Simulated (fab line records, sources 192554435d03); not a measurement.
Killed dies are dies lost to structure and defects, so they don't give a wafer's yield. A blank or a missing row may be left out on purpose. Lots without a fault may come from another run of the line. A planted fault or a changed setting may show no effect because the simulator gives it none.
Chamber matching | flow n5_finfet | N5_HKMG_FIN_ALD_79 on ald_metal-03: 4 sister chambers
The step deposits TiN, target thk 1.5 nm, pulse time 1 s, purge time 3 s. 8 wafers are shown with their chamber, then 10 later ones without.

WAFERS WITH THEIR CHAMBER
wafer  | chamber | heater_power_w (W) | precursor_pulse_height_rel
L081.5 | 0       | 895                | 0.996
L085.1 | 3       | 905                | 1.008
L086.3 | 0       | 907                | 0.984
L088.3 | 1       | 934                | 1.007
L088.5 | 1       | 950                | 1.001
L088.6 | 2       | 909                | 0.976
L089.1 | 2       | 885                | 1.034
L089.2 | 3       | 909                | 0.978

WAFERS WITHOUT THEIR CHAMBER
wafer  | heater_power_w (W) | precursor_pulse_height_rel
L089.5 | 947                | 1.029
L090.2 | 926                | 1.005
L090.4 | 911                | 0.989
L090.6 | 906                | 0.988
L093.1 | 914                | 1.022
L093.2 | 885                | 0.970
L093.3 | 890                | 1.028
L097.1 | 898                | 1.040
L097.3 | 887                | 0.975
L097.6 | 924                | 1.001

WHICH CHAMBER EACH WENT THROUGH
wafer  | from the rows above               | in truth
L089.5 | 1                                 | 1
L090.2 | can't be placed: 1 or 3 or 0 or 2 | 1
L090.4 | can't be placed: 3 or 0 or 2      | 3
L090.6 | can't be placed: 3 or 0 or 2      | 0
L093.1 | can't be placed: 3 or 2 or 0 or 1 | 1
L093.2 | can't be placed: 0 or 2 or 3      | 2
L093.3 | can't be placed: 2 or 0 or 3      | 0
L097.1 | can't be placed: 2 or 0 or 3      | 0
L097.3 | can't be placed: 0 or 2 or 3      | 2
L097.6 | can't be placed: 3 or 1 or 0 or 2 | 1
Placed correctly: 1 of 10. Can't be placed from these rows: 9 (the true chamber is among the candidates in 9). Placed wrongly: 0.
How it was worked out, from the rows above alone: a wafer's distance from a chamber is the root of the sum, over the readings, of the square of ((its reading less the chamber's mean) divided by the reading's scatter). The wafer belongs to the nearest chamber; if the next one is less than 2 further off, it can't be placed. A chamber's mean is the mean of its shown wafers. The scatter: the root of (the sum of the squares of (reading less its chamber's mean) over the shown wafers, divided by (wafers less chambers)).
